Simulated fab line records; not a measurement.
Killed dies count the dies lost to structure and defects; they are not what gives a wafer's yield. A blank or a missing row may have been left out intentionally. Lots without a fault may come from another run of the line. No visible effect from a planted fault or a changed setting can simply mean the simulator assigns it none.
Chamber matching | flow n5_finfet | N5_BEOL_M4_ETCH_64 on rie_diel-06 has 4 sister chambers
The step etches SOC in N2/H2, target depth 75 nm, overetch 22.5 nm, time 121.9 s. 4 wafers are shown with their chamber, then 8 later ones without.

WAFERS PAIRED WITH THEIR CHAMBERS
wafer  | chamber | drypump_motor_current_A (A)
L083.1 | 2       | 4.9
L086.1 | 1       | 5.8
L086.6 | 0       | 6.4
L087.2 | 3       | 6.4

WAFERS WHOSE CHAMBER IS MISSING
wafer  | drypump_motor_current_A (A)
L087.5 | 5.8
L087.6 | 4.9
L095.2 | 6.4
L095.5 | 6.4
L095.6 | 5.0
L096.4 | 5.7
L096.5 | 6.4
L096.6 | 4.9

EACH ONE'S CHAMBER
wafer  | from the rows above     | in truth
L087.5 | 1                       | 1
L087.6 | 2                       | 2
L095.2 | can't be placed: 0 or 3 | 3
L095.5 | can't be placed: 0 or 3 | 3
L095.6 | 2                       | 2
L096.4 | 1                       | 1
L096.5 | can't be placed: 0 or 3 | 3
L096.6 | 2                       | 2
Correct placement for 5 of the 8. These rows do not allow placing 3 (true chamber among the candidates in 3). Wrongly placed: 0.
How it was worked out, from the rows above alone: a wafer's distance from a chamber is the root of the sum, over the readings, of the square of ((its reading less the chamber's mean) divided by the reading's scatter). If the next closest chamber is less than 2 further off than the closest, the wafer can't be placed; otherwise it belongs to the closest. For every chamber, the mean is computed from those of its wafers that are shown. The scatter (one wafer shown for each chamber): square how far every hidden wafer sits from the nearest shown wafer, average those squares and take the square root.
